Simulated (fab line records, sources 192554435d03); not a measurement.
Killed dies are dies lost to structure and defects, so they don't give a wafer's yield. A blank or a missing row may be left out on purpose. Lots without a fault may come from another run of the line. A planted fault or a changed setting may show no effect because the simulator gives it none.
One fault seen from 2 desks | flow n5_finfet | each desk has only its own numbers; what lay behind them comes last

THE TOOL OWNER'S DESK: cvd_co-02
The tool's own readings at N5_BEOL_M4_CVD_47 (deposits Co from CCTBA/H2, target thk 3 nm, time 223.8 s): means of the sampled wafers that have a number, for each lot that ran on this tool. A lot is out of limits, marked OUT, if its mean lies more than 4 standard deviations from the usual mean; the brackets give that distance.
Columns: A = run_length_s at N5_BEOL_M4_CVD_47, usual 246.7 s
lot  | first seen here | A
L258 | day 8 22:20     | 246.7
L271 | day 11 18:52    | 249.1 (+4.0) OUT
L273 | day 12 01:38    | 247.8
This desk's finding: out of limits on L271; first on L271, day 11 18:52 (run_length_s at N5_BEOL_M4_CVD_47). In limits: L258, L273.

THE METROLOGY DESK
What the gauges read, lot by lot, whatever tool the lot ran on: means of the sampled wafers that have a number. A lot is out of limits, marked OUT, if its mean lies more than 4 standard deviations from the usual mean; the brackets give that distance. Of its 12 readings 7 are shown: those that lie furthest out on some lot.
Columns: A = cd_nm at N5_BEOL_M4_CD_MEAS_35, usual 18.0 nm; B = DIBL_N at N5_BEOL_M4_RC_MEAS_101, usual 35.8 mV/V; C = DIBL_P at N5_BEOL_M4_RC_MEAS_101, usual 35.8 mV/V; D = IOFF_P at N5_BEOL_M4_RC_MEAS_101, usual 0.204 nA/um; E = ION_P at N5_BEOL_M4_RC_MEAS_101, usual 462 uA/um; F = VT_N at N5_BEOL_M4_RC_MEAS_101, usual 250.5 mV; G = VT_P at N5_BEOL_M4_RC_MEAS_101, usual -251 mV
lot  | first seen here | A    | B    | C    | D     | E   | F     | G
L258 | day 8 21:28     | 17.9 | 36.3 | 35.5 | 0.190 | 460 | 250.0 | -252
L265 | day 10 06:10    | 17.9 | 35.9 | 36.1 | 0.216 | 464 | 249.1 | -249
L271 | day 11 17:55    | 18.2 | 37.5 | 38.2 | 0.261 | 470 | 247.0 | -245
L273 | day 12 00:25    | 17.4 | 35.3 | 35.6 | 0.190 | 458 | 249.5 | -252
L278 | day 13 04:30    | 17.9 | 33.8 | 34.3 | 0.192 | 466 | 251.5 | -251
L279 | day 13 10:13    | 17.8 | 35.8 | 35.8 | 0.176 | 457 | 251.5 | -256
This desk's finding: nothing out of limits on any of the 6 lots.

PUT TOGETHER
The tool owner's desk could have raised an alarm at day 11 18:52, on L271.
The metrology desk saw nothing out of limits.
The metrology desk has L271 on record, within its limits.
Of the lots named, all ran N5_BEOL_M4_CVD_47 on cvd_co-02.

WHAT THE SIMULATOR HAD PUT IN
Process parameter drift: cvd_co-02, from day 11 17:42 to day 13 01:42, at N5_BEOL_M4_CVD_47. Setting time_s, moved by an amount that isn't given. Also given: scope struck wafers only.
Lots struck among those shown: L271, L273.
Hours from the fault's start to each desk's first reading out of limits: the tool owner's desk, 1.
